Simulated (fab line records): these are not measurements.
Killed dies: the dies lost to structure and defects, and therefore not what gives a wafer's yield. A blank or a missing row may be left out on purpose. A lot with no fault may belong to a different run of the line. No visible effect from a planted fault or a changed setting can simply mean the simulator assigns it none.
Which tool is to blame? / flow n5Finfet / 24 wafers from 8 lots sampled at 7 of the route's 1938 steps

WHAT EACH GAUGE READ, for each wafer
N5_GATE_CUT_THK_MEAS_24. Usual: GC_FILL_THK gives 219.6 nm (standard deviation 2.1).
lot=L671; measured=day 5 03:46; on=filmMetro-01; GC_FILL_THK (nm)=132.6 131.6 132.0; flag=OFF
lot=L672; measured=day 5 09:16; on=filmMetro-02; GC_FILL_THK (nm)=129.5 133.1 131.0; flag=OFF
lot=L674; measured=day 5 21:23; on=filmMetro-01; GC_FILL_THK (nm)=220.4 219.3 223.1; flag=
lot=L685; measured=day 8 14:28; on=filmMetro-02; GC_FILL_THK (nm)=220.3 219.9 222.3; flag=
lot=L686; measured=day 9 00:13; on=filmMetro-02; GC_FILL_THK (nm)=219.6 218.9 222.7; flag=
lot=L687; measured=day 9 03:22; on=filmMetro-02; GC_FILL_THK (nm)=221.4 221.0 221.5; flag=
lot=L688; measured=day 9 10:58; on=filmMetro-02; GC_FILL_THK (nm)=218.6 216.6 220.6; flag=
lot=L692; measured=day 10 10:31; on=filmMetro-01; GC_FILL_THK (nm)=218.2 219.1 217.0; flag=

N5_BEOL_M4_RC_MEAS_101. Usual: DIBL_N 36.3 mV/V, standard deviation 1.8; DIBL_P 36.5 mV/V, standard deviation 2.1; IOFF_N 0.16 nA/um, standard deviation 0.031; IOFF_P 0.22 nA/um, standard deviation 0.038; ION_N 677 uA/um, standard deviation 12; ION_P 466 uA/um, standard deviation 7.8; SS_N 71.5 mV/dec, standard deviation 0.61; SS_P 73.2 mV/dec, standard deviation 0.7; VT_N 249 mV, standard deviation 3; VT_P -248.9 mV, standard deviation 3.
lot=L674; measured=day 10 15:43; on=prober-01; DIBL_N (mV/V)=38.0 38.9 37.6; DIBL_P (mV/V)=38.8 39.3 37.4; IOFF_N (nA/um)=0.20 0.21 0.17; IOFF_P (nA/um)=0.24 0.25 0.22; ION_N (uA/um)=697 705 679; ION_P (uA/um)=470 468 458; SS_N (mV/dec)=72.1 71.5 71.4; SS_P (mV/dec)=74.1 74.0 74.1; VT_N (mV)=246 246 249; VT_P (mV)=-249.7 -250.0 -252.2; flag=
lot=L685; measured=day 12 03:20; on=prober-01; DIBL_N (mV/V)=36.0 35.6 37.9; DIBL_P (mV/V)=35.1 34.4 37.3; IOFF_N (nA/um)=0.14 0.13 0.18; IOFF_P (nA/um)=0.21 0.20 0.24; ION_N (uA/um)=665 664 685; ION_P (uA/um)=461 459 462; SS_N (mV/dec)=70.5 71.0 71.1; SS_P (mV/dec)=71.8 72.4 73.0; VT_N (mV)=251 253 249; VT_P (mV)=-251.0 -252.6 -247.0; flag=
lot=L686; measured=day 12 17:38; on=prober-01; DIBL_N (mV/V)=35.2 35.4 36.0; DIBL_P (mV/V)=34.0 34.4 35.0; IOFF_N (nA/um)=0.14 0.14 0.16; IOFF_P (nA/um)=0.20 0.20 0.22; ION_N (uA/um)=668 670 685; ION_P (uA/um)=466 470 478; SS_N (mV/dec)=71.4 70.9 71.8; SS_P (mV/dec)=72.5 72.0 72.4; VT_N (mV)=251 250 248; VT_P (mV)=-248.6 -248.9 -248.1; flag=
lot=L687; measured=day 12 17:35; on=prober-02; DIBL_N (mV/V)=34.9 37.3 34.2; DIBL_P (mV/V)=35.1 38.4 34.0; IOFF_N (nA/um)=0.15 0.20 0.14; IOFF_P (nA/um)=0.21 0.25 0.18; ION_N (uA/um)=681 686 664; ION_P (uA/um)=469 470 462; SS_N (mV/dec)=71.1 71.6 71.3; SS_P (mV/dec)=72.8 73.8 72.1; VT_N (mV)=247 247 251; VT_P (mV)=-249.8 -248.2 -254.4; flag=
lot=L688; measured=day 12 20:28; on=prober-01; DIBL_N (mV/V)=38.0 38.1 37.2; DIBL_P (mV/V)=37.9 39.2 37.7; IOFF_N (nA/um)=0.18 0.18 0.17; IOFF_P (nA/um)=0.22 0.24 0.21; ION_N (uA/um)=666 680 685; ION_P (uA/um)=456 475 466; SS_N (mV/dec)=71.7 72.4 71.8; SS_P (mV/dec)=74.5 73.8 73.5; VT_N (mV)=249 248 246; VT_P (mV)=-250.5 -251.5 -250.0; flag=
lot=L692; measured=day 14 01:23; on=prober-01; DIBL_N (mV/V)=34.1 34.1 38.3; DIBL_P (mV/V)=35.5 34.8 40.8; IOFF_N (nA/um)=0.14 0.14 0.23; IOFF_P (nA/um)=0.20 0.19 0.31; ION_N (uA/um)=680 661 698; ION_P (uA/um)=469 457 477; SS_N (mV/dec)=71.8 71.4 71.7; SS_P (mV/dec)=72.6 72.4 73.5; VT_N (mV)=250 249 245; VT_P (mV)=-250.0 -249.1 -246.5; flag=

EACH LOT AND THE TOOL THAT RAN IT (in order: tool; ch and the chambers of the sampled wafers; start)
lot=L671; N5_GATE_CUT_ETCH_36=rieDiel-04 ch 1,2,3, day 5 01:04; N5_GATE_CUT_ETCH_37=rieDiel-04 ch 1,2,3, day 5 01:05; N5_GATE_CUT_STRIP_41=rieDiel-04 ch 1,2,3, day 5 01:14; N5_GATE_CUT_ALD_22=aldSin-04 ch 0,1,3, day 5 01:51; N5_GATE_CUT_CMP_23=cmp-01 ch 0,1,3, day 5 03:33
lot=L672; N5_GATE_CUT_ETCH_36=rieDiel-06 ch 0,1,2, day 5 06:36; N5_GATE_CUT_ETCH_37=rieDiel-06 ch 0,1,2, day 5 06:37; N5_GATE_CUT_STRIP_41=rieDiel-06 ch 0,1,2, day 5 06:46; N5_GATE_CUT_ALD_22=aldSin-04 ch 0,2, day 5 07:28; N5_GATE_CUT_CMP_23=cmp-01 ch 1,2,3, day 5 09:00
lot=L674; N5_GATE_CUT_ETCH_36=rieDiel-06 ch 0,1,3, day 5 18:49; N5_GATE_CUT_ETCH_37=rieDiel-06 ch 0,1,3, day 5 18:50; N5_GATE_CUT_STRIP_41=rieDiel-06 ch 0,1,3, day 5 18:59; N5_GATE_CUT_ALD_22=aldSin-01 ch 0,1,3, day 5 19:35; N5_GATE_CUT_CMP_23=cmp-01 ch 0,1,3, day 5 21:05
lot=L685; N5_GATE_CUT_ETCH_36=rieDiel-03 ch 1,2, day 8 11:53; N5_GATE_CUT_ETCH_37=rieDiel-03 ch 1,2, day 8 11:55; N5_GATE_CUT_STRIP_41=rieDiel-03 ch 1,2, day 8 12:04; N5_GATE_CUT_ALD_22=aldSin-01 ch 0,2,3, day 8 12:41; N5_GATE_CUT_CMP_23=cmp-02 ch 0,3, day 8 14:13
lot=L686; N5_GATE_CUT_ETCH_36=rieDiel-03 ch 1,2,3, day 8 21:38; N5_GATE_CUT_ETCH_37=rieDiel-03 ch 1,2,3, day 8 21:40; N5_GATE_CUT_STRIP_41=rieDiel-03 ch 1,2,3, day 8 21:49; N5_GATE_CUT_ALD_22=aldSin-04 ch 1,2, day 8 22:26; N5_GATE_CUT_CMP_23=cmp-01 ch 0,1,2, day 9 00:02
lot=L687; N5_GATE_CUT_ETCH_36=rieDiel-06 ch 0,1,3, day 9 00:48; N5_GATE_CUT_ETCH_37=rieDiel-06 ch 0,1,3, day 9 00:49; N5_GATE_CUT_STRIP_41=rieDiel-06 ch 0,1,3, day 9 00:58; N5_GATE_CUT_ALD_22=aldSin-04 ch 0,3, day 9 01:35; N5_GATE_CUT_CMP_23=cmp-04 ch 0,1,3, day 9 03:09
lot=L688; N5_GATE_CUT_ETCH_36=rieDiel-04 ch 1,2,3, day 9 08:00; N5_GATE_CUT_ETCH_37=rieDiel-04 ch 1,2,3, day 9 08:02; N5_GATE_CUT_STRIP_41=rieDiel-04 ch 1,2,3, day 9 08:10; N5_GATE_CUT_ALD_22=aldSin-01 ch 2,3, day 9 09:04; N5_GATE_CUT_CMP_23=cmp-04 ch 0,1,3, day 9 10:40
lot=L692; N5_GATE_CUT_ETCH_36=rieDiel-04 ch 1,2,3, day 10 07:57; N5_GATE_CUT_ETCH_37=rieDiel-04 ch 1,2,3, day 10 07:59; N5_GATE_CUT_STRIP_41=rieDiel-04 ch 1,2,3, day 10 08:07; N5_GATE_CUT_ALD_22=aldSin-04 ch 2,3, day 10 08:44; N5_GATE_CUT_CMP_23=cmp-02 ch 0,2,3, day 10 10:18
- N5_GATE_CUT_ETCH_36: etches SiARC in CF4, target depth 13 nm, time 21.7 s.
- N5_GATE_CUT_ETCH_37: etches SOC in N2/H2, target depth 60 nm, overetch 12 nm, time 90 s.
- N5_GATE_CUT_STRIP_41: strips in CF4.
- N5_GATE_CUT_ALD_22: deposits SiNx, target thk 16 nm, pulse time 1 s, ald cycles 320.
- N5_GATE_CUT_CMP_23: polishes, stops on SiO2, t overpolish 23.4 s, target thk 16 nm.

WHAT THE TOOLS THEMSELVES READ (means of the sampled wafers that have a number; where no wafer has one, the mark that the record gives instead)
N5_GATE_CUT_ETCH_36. Usual: drypumpMotorCurrentA 5.8 A, standard deviation 0.39; etchRfOnTimeS 22.2 s, standard deviation 0.67; oesProductAu 0.63 a.u., standard deviation 0.053; rfVppV 184.2 V, standard deviation 1.1; showerheadPlenumPTorr 2.16 Torr, standard deviation 0.058; throttleValvePct 15.73 %, standard deviation 0.24.
lot=L671; tool=rieDiel-04; drypumpMotorCurrentA (A)=6.0; etchRfOnTimeS (s)=22.0; oesProductAu (a.u.)=0.63; rfVppV (V)=185.6; showerheadPlenumPTorr (Torr)=2.22; throttleValvePct (%)=15.77; flag=
lot=L672; tool=rieDiel-06; drypumpMotorCurrentA (A)=5.4; etchRfOnTimeS (s)=21.7; oesProductAu (a.u.)=0.67; rfVppV (V)=184.0; showerheadPlenumPTorr (Torr)=2.13; throttleValvePct (%)=15.70; flag=
lot=L674; tool=rieDiel-06; drypumpMotorCurrentA (A)=5.6; etchRfOnTimeS (s)=22.2; oesProductAu (a.u.)=0.63; rfVppV (V)=182.4; showerheadPlenumPTorr (Torr)=2.11; throttleValvePct (%)=15.83; flag=
lot=L685; tool=rieDiel-03; drypumpMotorCurrentA (A)=5.7; etchRfOnTimeS (s)=21.9; oesProductAu (a.u.)=0.67; rfVppV (V)=183.4; showerheadPlenumPTorr (Torr)=2.14; throttleValvePct (%)=15.57; flag=
lot=L686; tool=rieDiel-03; drypumpMotorCurrentA (A)=5.9; etchRfOnTimeS (s)=22.2; oesProductAu (a.u.)=0.71; rfVppV (V)=184.9; showerheadPlenumPTorr (Torr)=2.16; throttleValvePct (%)=15.45; flag=
lot=L687; tool=rieDiel-06; drypumpMotorCurrentA (A)=5.6; etchRfOnTimeS (s)=22.3; oesProductAu (a.u.)=0.61; rfVppV (V)=183.9; showerheadPlenumPTorr (Torr)=2.11; throttleValvePct (%)=15.88; flag=
lot=L688; tool=rieDiel-04; drypumpMotorCurrentA (A)=6.0; etchRfOnTimeS (s)=22.0; oesProductAu (a.u.)=0.61; rfVppV (V)=184.7; showerheadPlenumPTorr (Torr)=2.20; throttleValvePct (%)=15.82; flag=
lot=L692; tool=rieDiel-04; drypumpMotorCurrentA (A)=6.0; etchRfOnTimeS (s)=22.0; oesProductAu (a.u.)=0.61; rfVppV (V)=184.8; showerheadPlenumPTorr (Torr)=2.20; throttleValvePct (%)=15.84; flag=

N5_GATE_CUT_ETCH_37. Usual: drypumpMotorCurrentA 5.8 A, standard deviation 0.39; oesProductAu 0.67 a.u., standard deviation 0.052; rfVppV 524.6 V, standard deviation 2.1; showerheadPlenumPTorr 2.57 Torr, standard deviation 0.074; throttleValvePct 17.95 %, standard deviation 0.25.
lot=L671; tool=rieDiel-04; drypumpMotorCurrentA (A)=6.0; oesProductAu (a.u.)=0.67; rfVppV (V)=526.2; showerheadPlenumPTorr (Torr)=2.64; throttleValvePct (%)=17.99; flag=
lot=L672; tool=rieDiel-06; drypumpMotorCurrentA (A)=5.4; oesProductAu (a.u.)=0.70; rfVppV (V)=523.4; showerheadPlenumPTorr (Torr)=2.52; throttleValvePct (%)=17.91; flag=
lot=L674; tool=rieDiel-06; drypumpMotorCurrentA (A)=5.6; oesProductAu (a.u.)=0.66; rfVppV (V)=522.7; showerheadPlenumPTorr (Torr)=2.50; throttleValvePct (%)=18.07; flag=
lot=L685; tool=rieDiel-03; drypumpMotorCurrentA (A)=5.7; oesProductAu (a.u.)=0.70; rfVppV (V)=523.3; showerheadPlenumPTorr (Torr)=2.53; throttleValvePct (%)=17.72; flag=
lot=L686; tool=rieDiel-03; drypumpMotorCurrentA (A)=5.9; oesProductAu (a.u.)=0.74; rfVppV (V)=525.0; showerheadPlenumPTorr (Torr)=2.57; throttleValvePct (%)=17.63; flag=
lot=L687; tool=rieDiel-06; drypumpMotorCurrentA (A)=5.6; oesProductAu (a.u.)=0.66; rfVppV (V)=521.4; showerheadPlenumPTorr (Torr)=2.50; throttleValvePct (%)=18.08; flag=
lot=L688; tool=rieDiel-04; drypumpMotorCurrentA (A)=6.0; oesProductAu (a.u.)=0.65; rfVppV (V)=527.2; showerheadPlenumPTorr (Torr)=2.63; throttleValvePct (%)=18.03; flag=
lot=L692; tool=rieDiel-04; drypumpMotorCurrentA (A)=6.0; oesProductAu (a.u.)=0.65; rfVppV (V)=527.0; showerheadPlenumPTorr (Torr)=2.63; throttleValvePct (%)=18.05; flag=

N5_GATE_CUT_STRIP_41. Usual: drypumpMotorCurrentA 5.8 A, standard deviation 0.39; oesProductAu 0.173 a.u., standard deviation 0.014; rfVppV 271.5 V, standard deviation 1.3; showerheadPlenumPTorr 1.81 Torr, standard deviation 0.047; throttleValvePct 13.71 %, standard deviation 0.25.
lot=L671; tool=rieDiel-04; drypumpMotorCurrentA (A)=6.0; oesProductAu (a.u.)=0.174; rfVppV (V)=272.0; showerheadPlenumPTorr (Torr)=1.85; throttleValvePct (%)=13.71; flag=
lot=L672; tool=rieDiel-06; drypumpMotorCurrentA (A)=5.4; oesProductAu (a.u.)=0.186; rfVppV (V)=271.0; showerheadPlenumPTorr (Torr)=1.78; throttleValvePct (%)=13.65; flag=
lot=L674; tool=rieDiel-06; drypumpMotorCurrentA (A)=5.6; oesProductAu (a.u.)=0.173; rfVppV (V)=270.8; showerheadPlenumPTorr (Torr)=1.77; throttleValvePct (%)=13.80; flag=
lot=L685; tool=rieDiel-03; drypumpMotorCurrentA (A)=5.7; oesProductAu (a.u.)=0.180; rfVppV (V)=270.3; showerheadPlenumPTorr (Torr)=1.79; throttleValvePct (%)=13.53; flag=
lot=L686; tool=rieDiel-03; drypumpMotorCurrentA (A)=5.9; oesProductAu (a.u.)=0.191; rfVppV (V)=271.2; showerheadPlenumPTorr (Torr)=1.81; throttleValvePct (%)=13.41; flag=
lot=L687; tool=rieDiel-06; drypumpMotorCurrentA (A)=5.6; oesProductAu (a.u.)=0.172; rfVppV (V)=270.9; showerheadPlenumPTorr (Torr)=1.76; throttleValvePct (%)=13.85; flag=
lot=L688; tool=rieDiel-04; drypumpMotorCurrentA (A)=6.0; oesProductAu (a.u.)=0.163; rfVppV (V)=272.1; showerheadPlenumPTorr (Torr)=1.84; throttleValvePct (%)=13.79; flag=
lot=L692; tool=rieDiel-04; drypumpMotorCurrentA (A)=6.0; oesProductAu (a.u.)=0.164; rfVppV (V)=272.1; showerheadPlenumPTorr (Torr)=1.84; throttleValvePct (%)=13.81; flag=

N5_GATE_CUT_ALD_22. Usual: chamberPressureTorr 2.000 Torr, standard deviation 0.0042; heaterPowerW 875 W, standard deviation 79; precursorPulseHeightRel 0.998, standard deviation 0.021.
lot=L671; tool=aldSin-04; chamberPressureTorr (Torr)=-; heaterPowerW (W)=-; precursorPulseHeightRel=-; flag=OFF
lot=L672; tool=aldSin-04; chamberPressureTorr (Torr)=-; heaterPowerW (W)=-; precursorPulseHeightRel=-; flag=OFF
lot=L674; tool=aldSin-01; chamberPressureTorr (Torr)=1.998; heaterPowerW (W)=829; precursorPulseHeightRel=0.987; flag=
lot=L685; tool=aldSin-01; chamberPressureTorr (Torr)=2.002; heaterPowerW (W)=885; precursorPulseHeightRel=0.998; flag=
lot=L686; tool=aldSin-04; chamberPressureTorr (Torr)=2.000; heaterPowerW (W)=920; precursorPulseHeightRel=1.013; flag=
lot=L687; tool=aldSin-04; chamberPressureTorr (Torr)=1.999; heaterPowerW (W)=845; precursorPulseHeightRel=1.022; flag=
lot=L688; tool=aldSin-01; chamberPressureTorr (Torr)=2.001; heaterPowerW (W)=940; precursorPulseHeightRel=0.997; flag=
lot=L692; tool=aldSin-04; chamberPressureTorr (Torr)=1.999; heaterPowerW (W)=1004; precursorPulseHeightRel=1.007; flag=

N5_GATE_CUT_CMP_23. Usual: motorCurrentA 9.6 A, standard deviation 1; retainingRingPressureFrac 0.999, standard deviation 0.0051; timeToEndpointS 19.2 s, standard deviation 2.7.
lot=L671; tool=cmp-01; motorCurrentA (A)=9.4; retainingRingPressureFrac=0.998; timeToEndpointS (s)=132.7; flag=OFF
lot=L672; tool=cmp-01; motorCurrentA (A)=9.1; retainingRingPressureFrac=1.001; timeToEndpointS (s)=125.6; flag=OFF
lot=L674; tool=cmp-01; motorCurrentA (A)=9.3; retainingRingPressureFrac=1.002; timeToEndpointS (s)=21.4; flag=
lot=L685; tool=cmp-02; motorCurrentA (A)=9.8; retainingRingPressureFrac=0.999; timeToEndpointS (s)=18.1; flag=
lot=L686; tool=cmp-01; motorCurrentA (A)=9.0; retainingRingPressureFrac=0.995; timeToEndpointS (s)=22.3; flag=
lot=L687; tool=cmp-04; motorCurrentA (A)=9.9; retainingRingPressureFrac=1.001; timeToEndpointS (s)=18.5; flag=
lot=L688; tool=cmp-04; motorCurrentA (A)=10.0; retainingRingPressureFrac=1.002; timeToEndpointS (s)=16.5; flag=
lot=L692; tool=cmp-02; motorCurrentA (A)=10.0; retainingRingPressureFrac=0.997; timeToEndpointS (s)=24.2; flag=

THE ANSWER, worked out from the rows above alone
Rule: a lot counts as off when the mean over its wafers that have a number is more than 3 standard deviations away from the usual mean. A lot without any number at a reading at which 4 lots or more have one is off too. All remaining lots with rows at the step are treated as sound. The gauges are gone through in route order, then the tools' own readings, and for those a lot's mean is taken as printed above. The first step at which some lot is off is used, and at that step the reading that is off furthest; a lot without a number counts as furthest.
Off: L671, L672, seen at N5_GATE_CUT_THK_MEAS_24 (GC_FILL_THK).
A tool fits if, at a process step before that reading, it ran every lot that is off, and no sound lot after the first of them. Not tried: the gauges at N5_GATE_CUT_THK_MEAS_24; whatever is off there is also off at N5_GATE_CUT_ALD_22, on other tools, and gauge error can't account for it. Of those tried, none fits.

WHAT HAD BEEN PUT IN BY THE SIMULATOR
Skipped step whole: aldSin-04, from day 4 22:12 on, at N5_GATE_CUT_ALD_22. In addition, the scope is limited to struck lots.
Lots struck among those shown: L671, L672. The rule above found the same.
